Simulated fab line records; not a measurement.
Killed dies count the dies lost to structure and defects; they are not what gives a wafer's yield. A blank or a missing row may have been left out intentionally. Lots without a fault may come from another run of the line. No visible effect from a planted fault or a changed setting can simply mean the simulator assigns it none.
Which tool was responsible? | flow n5_finfet | 9 lots (26 wafers sampled), 1 step of a 1938-step route

## WHAT EACH GAUGE READ, for each wafer
N5_BEOL_M4_RC_MEAS_101. Usual: DIBL_N 36.6 mV/V, standard deviation 2.1; DIBL_P 36.5 mV/V, standard deviation 2.7; IOFF_N 0.17 nA/um, standard deviation 0.043; IOFF_P 0.22 nA/um, standard deviation 0.045; ION_N 674 uA/um, standard deviation 17; ION_P 461 uA/um, standard deviation 9.9; SS_N 71.7 mV/dec, standard deviation 0.79; SS_P 73.4 mV/dec, standard deviation 0.79; VT_N 249 mV, standard deviation 4; VT_P -250 mV, standard deviation 3.3.
lot  | measured     | on        | DIBL_N (mV/V)  | DIBL_P (mV/V)  | IOFF_N (nA/um) | IOFF_P (nA/um) | ION_N (uA/um) | ION_P (uA/um) | SS_N (mV/dec)  | SS_P (mV/dec)  | VT_N (mV)   | VT_P (mV)      | flag
L367 | day 9 02:56  | prober-02 | 40.5 37.7 38.3 | 39.4 35.1 37.4 | 0.23 0.17 0.20 | 0.26 0.19 0.23 | 695 676 693   | 463 454 464   | 73.2 72.8 72.4 | 74.4 73.9 73.9 | 247 250 248 | -250 -254 -248 |
L371 | day 9 16:56  | prober-02 | 39.1 41.6 41.1 | 38.8 42.6 42.1 | 0.20 0.28 0.23 | 0.23 0.30 0.28 | 668 695 702   | 454 467 472   | 72.6 72.6 72.1 | 73.9 74.9 74.9 | 249 243 247 | -251 -248 -249 |
L372 | day 9 17:14  | prober-01 | 35.3 32.8 32.1 | 37.4 33.5 33.0 | 0.13 0.10 0.10 | 0.21 0.16 0.15 | 659 664 662   | 456 462 459   | 71.8 70.7 71.0 | 73.9 72.6 72.1 | 252 256 257 | -251 -254 -254 |
L370 | day 9 23:44  | prober-02 | 39.5 39.0 37.1 | 41.3 40.2 36.6 | 0.25 0.25 0.20 | 0.30 0.30 0.23 | 692 689 687   | 469 468 465   | 73.0 72.0 72.0 | 74.9 74.1 73.9 | 244 242 248 | -246 -245 -246 |
L374 | day 10 02:13 | prober-02 | 35.5 37.8      | 36.0 38.4      | 0.15 0.19      | 0.23 0.27      | 673 682       | 467 478       | 71.9 72.0      | 73.6 74.2      | 248 249     | -246 -246      |
L383 | day 12 03:50 | prober-01 | 37.2 38.0 35.6 | 37.6 39.5 34.8 | 0.17 0.20 0.15 | 0.22 0.25 0.18 | 658 682 673   | 452 465 455   | 71.1 72.1 71.3 | 74.0 73.7 73.8 | 250 245 251 | -249 -248 -250 |
L381 | day 12 10:00 | prober-02 | 37.2 39.3 35.4 | 38.4 40.1 35.7 | 0.15 0.21 0.14 | 0.22 0.26 0.18 | 660 677 668   | 455 462 460   | 72.0 72.3 71.1 | 73.3 73.8 72.7 | 252 245 248 | -249 -247 -250 |
L382 | day 12 11:46 | prober-02 | 37.5 37.2 36.2 | 37.3 36.4 36.1 | 0.21 0.17 0.18 | 0.22 0.21 0.20 | 678 670 699   | 460 450 469   | 71.7 72.4 71.6 | 73.9 72.9 73.4 | 244 249 246 | -250 -252 -250 |
L388 | day 14 08:18 | prober-02 | 38.0 37.7 35.5 | 35.3 35.8 33.8 | 0.19 0.16 0.14 | 0.20 0.20 0.17 | 693 654 680   | 467 445 472   | 72.9 71.8 71.3 | 73.4 73.4 73.6 | 246 251 251 | -252 -252 -252 |

## WHICH TOOL RAN EACH LOT (tool, then ch and the chambers of the sampled wafers, then the start)
The record shows no process step preceding these readings.

## WHAT THE TOOLS THEMSELVES READ (means of the sampled wafers that have a number; where no wafer has one, the mark that the record gives instead)
The record holds no such reading with a usual standard deviation.

## THE ANSWER, worked out from the rows above alone
Rule: a lot counts as off when the mean over its wafers that have a number is more than 3 standard deviations away from the usual mean. A lot without any number at a reading at which 4 lots or more have one is off too. Any other lot the step has rows for is counted as sound. The gauges are gone through in route order, then the tools' own readings, and for those a lot's mean is taken as printed above. At the first step where some lot is off, the reading lying furthest off is the one used; lots without a number count as furthest.
None of the lots is off at any reading shown; this tells nothing.

## WHAT WAS PUT IN BY THE SIMULATOR
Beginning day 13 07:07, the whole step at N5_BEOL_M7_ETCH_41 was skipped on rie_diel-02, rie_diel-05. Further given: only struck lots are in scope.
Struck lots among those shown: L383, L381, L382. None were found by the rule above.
